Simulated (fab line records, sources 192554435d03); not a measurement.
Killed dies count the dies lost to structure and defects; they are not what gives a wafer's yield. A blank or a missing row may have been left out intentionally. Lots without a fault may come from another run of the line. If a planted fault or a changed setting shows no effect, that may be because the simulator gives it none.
Which tool did it?    flow n5_finfet    9 lots with 26 wafers sampled at 6 steps, on a route of 1938 steps

== WHAT THE GAUGES SHOWED, per wafer ==
N5_BEOL_M0_INSPECT_127: inspects for defects (darkfield). Usual: 70 for raw_defect_count, sd 24.
lot   measured      on                 raw_defect_count  flag
L325  day 7 06:02   defect_inspect-02  73 63 64          
L327  day 7 20:04   defect_inspect-01  59 59 65          
L330  day 8 14:38   defect_inspect-02  60 75 3550        OFF
L333  day 9 08:58   defect_inspect-02  66 57 73          
L336  day 10 17:34  defect_inspect-02  44 51 52          
L337  day 10 18:07  defect_inspect-02  59 51             
L338  day 10 22:32  defect_inspect-02  65 115 71         
L342  day 11 14:53  defect_inspect-01  70 76 91          
L343  day 11 22:41  defect_inspect-01  71 31 69          

N5_BEOL_M4_RC_MEAS_101. Usual: DIBL_N 36.5 mV/V, standard deviation 1.9; DIBL_P 36.4 mV/V, standard deviation 2.2; IOFF_N 0.17 nA/um, standard deviation 0.034; IOFF_P 0.21 nA/um, standard deviation 0.036; ION_N 678 uA/um, standard deviation 12; ION_P 462 uA/um, standard deviation 7.1; SS_N 71.7 mV/dec, standard deviation 0.61; SS_P 73.4 mV/dec, standard deviation 0.71; VT_N 249 mV, standard deviation 3.5; VT_P -251 mV, standard deviation 3.
lot   measured      on         DIBL_N (mV/V)   DIBL_P (mV/V)   IOFF_N (nA/um)  IOFF_P (nA/um)  ION_N (uA/um)  ION_P (uA/um)  SS_N (mV/dec)   SS_P (mV/dec)   VT_N (mV)    VT_P (mV)       flag
L325  day 9 17:25   prober-02  38.1 35.4 39.0  38.5 33.8 39.9  0.20 0.14 0.22  0.25 0.18 0.28  687 670 688    464 456 473    71.9 71.4 72.3  73.6 72.7 74.6  246 251 245  -249 -252 -248  
L327  day 10 22:04  prober-02  34.9 35.3 34.3  34.9 33.9 33.7  0.15 0.15 0.14  0.20 0.19 0.19  681 666 667    470 458 469    71.3 71.8 71.0  73.2 72.7 72.7  247 249 250  -250 -248 -253  
L330  day 11 14:27  prober-02  34.8 35.9       36.8 37.5       0.14 0.16       0.22 0.22       680 672        472 464        71.0 72.0       72.4 72.7       249 249      -247 -249       
L333  day 13 01:29  prober-01  37.5 38.6 37.2  36.2 39.0 37.2  0.16 0.19 0.16  0.18 0.22 0.19  668 682 672    446 451 452    72.7 71.7 72.5  73.4 73.4 73.2  253 247 254  -259 -252 -253  
L336  day 13 10:46  prober-02  36.8 39.3 36.1  35.1 38.0 33.2  0.16 0.19 0.14  0.19 0.25 0.16  683 680 671    464 468 451    71.6 72.0 71.9  73.5 74.0 73.2  249 248 252  -251 -248 -255  
L337  day 13 11:59  prober-01  36.4 36.3       37.1 36.7       0.16 0.17       0.21 0.21       674 700        459 474        71.1 71.9       73.2 73.1       250 247      -251 -251       
L338  day 13 19:34  prober-01  33.3 33.8 35.5  34.4 34.5 36.3  0.14 0.12 0.16  0.16 0.16 0.19  686 662 674    462 455 456    72.0 71.7 71.9  72.5 73.3 73.9  250 254 250  -254 -253 -253  
L342  day 14 21:52  prober-01  33.3 37.5 36.8  33.5 38.2 36.7  0.13 0.19 0.18  0.15 0.21 0.20  663 677 680    460 459 460    71.1 72.0 71.3  72.2 73.9 73.4  250 248 244  -253 -250 -252  
L343  day 15 11:43  prober-01  36.4 34.1 34.1  35.3 32.6 32.6  0.16 0.13 0.13  0.21 0.17 0.18  669 673 676    459 464 466    71.8 71.4 71.1  73.7 72.4 73.0  250 253 251  -250 -253 -252  

== WHAT TOOL EACH LOT RAN ON (gives the tool, then ch and the chambers of the sampled wafers, and finally the start) ==
lot   N5_BEOL_M0_ETCH_128                 N5_BEOL_M0_ETCH_109                 N5_BEOL_M0_SURFACE_TREAT_137  N5_BEOL_M0_CMP_120
L325  rie_diel-01 ch 1,3, day 7 02:54     rie_diel-03 ch 0,2,3, day 7 03:10   pvd_sputter-01, day 7 03:58   cmp-03 ch 0,3, day 7 05:25
L327  rie_diel-01 ch 0,3, day 7 16:26     rie_diel-01 ch 0,2, day 7 16:42     pvd_sputter-02, day 7 17:35   cmp-04 ch 0,1, day 7 19:29
L330  rie_diel-01 ch 1,2, day 8 10:26     rie_diel-01 ch 0,1,2, day 8 10:41   pvd_sputter-01, day 8 12:31   cmp-04 ch 0,1,2, day 8 14:02
L333  rie_diel-04 ch 1,3, day 9 05:12     rie_diel-01 ch 2,3, day 9 05:29     pvd_sputter-01, day 9 06:19   cmp-03 ch 0,1,2, day 9 08:28
L336  rie_diel-04 ch 0,1, day 10 13:20    rie_diel-01 ch 0,2,3, day 10 13:37  pvd_sputter-01, day 10 15:48  cmp-03 ch 1,2, day 10 17:02
L337  rie_diel-01 ch 1,2, day 10 13:25    rie_diel-03 ch 0,2, day 10 13:44    pvd_sputter-01, day 10 15:50  cmp-02 ch 0,1, day 10 17:37
L338  rie_diel-04 ch 0,2,3, day 10 18:24  rie_diel-01 ch 0,1, day 10 18:43    pvd_sputter-02, day 10 20:18  cmp-03 ch 0,1, day 10 21:56
L342  rie_diel-03 ch 0,3, day 11 10:43    rie_diel-01 ch 0,1,3, day 11 10:58  pvd_sputter-03, day 11 11:31  cmp-04 ch 1,2, day 11 14:18
L343  rie_diel-03 ch 0,3, day 11 18:33    rie_diel-04 ch 0,1,2, day 11 19:37  pvd_sputter-01, day 11 21:04  cmp-03 ch 1,2,3, day 11 22:10
- N5_BEOL_M0_ETCH_128: etches SiCN in CF4/N2, target depth 12 nm, overetch 5.1 nm, time 21.4 s.
- N5_BEOL_M0_ETCH_109: etches SiCN in CH3F/O2, target depth 8 nm, overetch 2.4 nm, time 27.4 s.
- N5_BEOL_M0_SURFACE_TREAT_137
- N5_BEOL_M0_CMP_120: polishes, stops on SiOC, t overpolish 6.9 s.

== WHAT THE TOOLS THEMSELVES READ (means of the sampled wafers that have a number; where no wafer has one, the mark that the record gives instead) ==
N5_BEOL_M0_ETCH_128. Usual: drypump_motor_current_A 5.6 A, standard deviation 0.45; oes_product_au 0.56 a.u., standard deviation 0.064; rf_vpp_V 382.4 V, standard deviation 2.1; showerhead_plenum_p_Torr 2.21 Torr, standard deviation 0.079; throttle_valve_pct 15.39 %, standard deviation 0.23.
lot   tool         drypump_motor_current_A (A)  oes_product_au (a.u.)  rf_vpp_V (V)  showerhead_plenum_p_Torr (Torr)  throttle_valve_pct (%)  flag
L325  rie_diel-01  5.0                          0.58                   383.9         2.26                             15.30                   
L327  rie_diel-01  5.2                          0.64                   381.3         2.20                             15.21                   
L330  rie_diel-01  5.7                          0.54                   380.9         2.15                             15.50                   
L333  rie_diel-04  6.3                          0.60                   383.4         2.22                             15.55                   
L336  rie_diel-04  5.6                          0.63                   381.2         2.17                             15.43                   
L337  rie_diel-01  5.6                          0.66                   384.8         2.30                             15.23                   
L338  rie_diel-04  5.4                          0.61                   383.3         2.24                             15.27                   
L342  rie_diel-03  5.4                          0.52                   383.8         2.25                             15.37                   
L343  rie_diel-03  5.4                          0.52                   383.1         2.25                             15.37                   

N5_BEOL_M0_ETCH_109. Usual: drypump_motor_current_A 5.5 A, standard deviation 0.41; oes_product_au 0.72 a.u., standard deviation 0.073; rf_vpp_V 297.4 V, standard deviation 1.6; showerhead_plenum_p_Torr 2.01 Torr, standard deviation 0.072; throttle_valve_pct 16.25 %, standard deviation 0.21.
lot   tool         drypump_motor_current_A (A)  oes_product_au (a.u.)  rf_vpp_V (V)  showerhead_plenum_p_Torr (Torr)  throttle_valve_pct (%)  flag
L325  rie_diel-03  5.5                          0.68                   297.3         1.99                             16.27                   
L327  rie_diel-01  5.8                          0.66                   295.8         1.92                             16.41                   
L330  rie_diel-01  5.5                          0.74                   296.9         1.97                             16.26                   
L333  rie_diel-01  5.6                          0.64                   296.1         1.94                             16.38                   
L336  rie_diel-01  5.5                          0.79                   298.1         2.05                             16.17                   
L337  rie_diel-03  5.5                          0.64                   297.0         1.92                             16.41                   
L338  rie_diel-01  5.3                          0.76                   298.2         2.02                             16.13                   
L342  rie_diel-01  5.2                          0.74                   298.0         2.01                             16.15                   
L343  rie_diel-04  5.7                          0.72                   296.6         1.98                             16.30                   

N5_BEOL_M0_CMP_120. Usual: barrier_field_endpoint_s 3.64 s, standard deviation 0.14; motor_current_A 5.8 A, standard deviation 0.37; overpolish_run_s 6.901 s, standard deviation 0.011; time_to_endpoint_s 64 s, standard deviation 3.5.
lot   tool    barrier_field_endpoint_s (s)  motor_current_A (A)  overpolish_run_s (s)  time_to_endpoint_s (s)  flag
L325  cmp-03  3.62                          5.4                  6.892                 63                      
L327  cmp-04  3.71                          5.6                  6.906                 62                      
L330  cmp-04  4.93                          5.6                  6.900                 68                      OFF
L333  cmp-03  3.75                          6.0                  6.899                 65                      
L336  cmp-03  3.61                          5.9                  6.898                 63                      
L337  cmp-02  3.54                          6.0                  6.888                 64                      
L338  cmp-03  3.62                          5.8                  6.901                 63                      
L342  cmp-04  3.56                          5.6                  6.909                 62                      
L343  cmp-03  3.75                          5.8                  6.900                 67                      

== THE ANSWER, worked out from the rows above alone ==
Rule: lot off if the mean of its wafers having a number is beyond 3 standard deviations from the usual mean. Also off: a lot with no number at a reading for which 4 or more lots have one. Any other lot the step has rows for is counted as sound. First the gauges in route order, then the tools' own readings, where a lot's mean is used as printed above. At the first step where some lot is off, the reading lying furthest off is the one used; lots without a number count as furthest.
Off, at N5_BEOL_M0_INSPECT_127 on raw_defect_count: L330.
A tool fits if, at a process step before that reading, it ran every lot that is off, and no sound lot after the first of them. The gauges at N5_BEOL_M0_INSPECT_127 aren't tried: what is off there is off at N5_BEOL_M0_CMP_120 too, on other tools, and a gauge's error can't cause that. Of those tried, none fits.

== WHAT WAS PUT IN BY THE SIMULATOR ==
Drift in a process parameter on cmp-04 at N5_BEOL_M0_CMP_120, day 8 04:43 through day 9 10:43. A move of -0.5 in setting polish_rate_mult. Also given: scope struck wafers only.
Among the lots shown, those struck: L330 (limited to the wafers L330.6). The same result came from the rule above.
